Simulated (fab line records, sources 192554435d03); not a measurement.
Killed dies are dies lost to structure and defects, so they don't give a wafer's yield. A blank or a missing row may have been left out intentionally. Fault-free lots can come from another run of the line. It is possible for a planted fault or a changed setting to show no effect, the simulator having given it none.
One fault seen from 2 desks || flow n5_finfet || each desk holds nothing but its own numbers, with what lay behind them at the end

## AT THE METROLOGY DESK
Means of the sampled wafers that have a number, per lot and without regard to the tool the lot ran on: this is what the gauges read. If a lot's mean is further than 4 standard deviations from the usual mean, the lot is out of limits and carries the mark OUT (the distance appears in the brackets). 7 of its 12 readings are shown: the first one out of limits and those lying furthest out on some lot.
Columns: A = cd_nm at N5_BEOL_M3_CD_MEAS_28, usual 25.67 nm; B = DIBL_N at N5_BEOL_M4_RC_MEAS_101, usual 36.3 mV/V; C = IOFF_N at N5_BEOL_M4_RC_MEAS_101, usual 0.16 nA/um; D = IOFF_P at N5_BEOL_M4_RC_MEAS_101, usual 0.22 nA/um; E = SS_N at N5_BEOL_M4_RC_MEAS_101, usual 71.7 mV/dec; F = SS_P at N5_BEOL_M4_RC_MEAS_101, usual 73.3 mV/dec; G = VT_N at N5_BEOL_M4_RC_MEAS_101, usual 250 mV
{"lot": "L860", "first seen here": "day 7 00:52", "A": 25.79, "B": 36.8, "C": 0.17, "D": 0.22, "E": 71.9, "F": 74.4, "G": 249}
{"lot": "L861", "first seen here": "day 7 12:13", "A": 25.61, "B": 36.9, "C": 0.18, "D": 0.25, "E": 71.5, "F": 73.4, "G": 249}
{"lot": "L862", "first seen here": "day 7 12:31", "A": 25.45, "B": 36.4, "C": 0.18, "D": 0.23, "E": 71.4, "F": 73.3, "G": 249}
{"lot": "L863", "first seen here": "day 7 13:40", "A": 25.50, "B": 34.8, "C": 0.14, "D": 0.20, "E": 71.5, "F": 73.3, "G": 248}
{"lot": "L865", "first seen here": "day 8 05:17", "A": 25.65, "B": 40.9, "C": 0.25, "D": 0.31, "E": 72.2, "F": 74.6, "G": 242}
{"lot": "L870", "first seen here": "day 9 08:41", "A": "26.82 (+4.8) OUT", "B": 38.9, "C": 0.19, "D": 0.24, "E": 72.2, "F": 73.6, "G": 248}
{"lot": "L871", "first seen here": "day 9 10:05", "A": 26.61, "B": 37.2, "C": 0.16, "D": 0.23, "E": 71.7, "F": 73.1, "G": 252}
{"lot": "L872", "first seen here": "day 10 10:33", "A": 25.84, "B": 37.6, "C": 0.23, "D": 0.24, "E": 73.1, "F": 73.5, "G": 248}
{"lot": "L879", "first seen here": "day 12 01:31", "A": 25.66, "B": 36.4, "C": 0.18, "D": 0.27, "E": 71.3, "F": 73.6, "G": 247}
{"lot": "L883", "first seen here": "day 13 15:23", "A": 25.57, "B": 35.0, "C": 0.13, "D": 0.17, "E": 71.3, "F": 72.7, "G": 253}
Finding of this desk: L870 out of limits; the first was L870 at day 9 09:53, on cd_nm at N5_BEOL_M3_CD_MEAS_28. In limits: L860, L861, L862, L863, L865, L871, L872, L879, L883.

## AT THE TOOL OWNER'S DESK: euv_scanner-01
The tool's own readings at N5_BEOL_M3_EXPOSE_25 (exposes mask V2, defocus 5 nm): means of the sampled wafers that have a number, for each lot that ran on this tool. If a lot's mean is further than 4 standard deviations from the usual mean, the lot is out of limits and carries the mark OUT (the distance appears in the brackets).
Columns: A = exposure_dose_mJ_cm2 at N5_BEOL_M3_EXPOSE_25, usual 62.96
{"lot": "L862", "first seen here": "day 7 13:25", "A": 63.02}
{"lot": "L863", "first seen here": "day 7 14:37", "A": 62.95}
{"lot": "L865", "first seen here": "day 8 06:19", "A": 62.90}
{"lot": "L870", "first seen here": "day 9 09:46", "A": "67.03 (+62) OUT"}
{"lot": "L871", "first seen here": "day 9 10:49", "A": "66.16 (+48) OUT"}
Finding of this desk: L870, L871 out of limits; the first was L870 at day 9 09:46, on exposure_dose_mJ_cm2 at N5_BEOL_M3_EXPOSE_25. In limits: L862, L863, L865.

## BROUGHT TOGETHER
The tool owner's desk had the chance to raise an alarm at day 9 09:46 on L870, L871.
L870 would have let the metrology desk raise an alarm at day 9 09:53.
The metrology desk holds a record of L871, inside its limits.
The lots listed all ran N5_BEOL_M3_EXPOSE_25 on euv_scanner-01.

## WHAT THE SIMULATOR HAD PUT IN
Drift in process parameters on euv_scanner-01 at N5_BEOL_M3_EXPOSE_25, starting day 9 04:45. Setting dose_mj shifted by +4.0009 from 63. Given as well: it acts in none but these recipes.
Lots struck among those shown: L870, L871.
Time in hours from fault onset to the first out-of-limits reading at each desk: tool owner's desk 5, metrology desk 5.
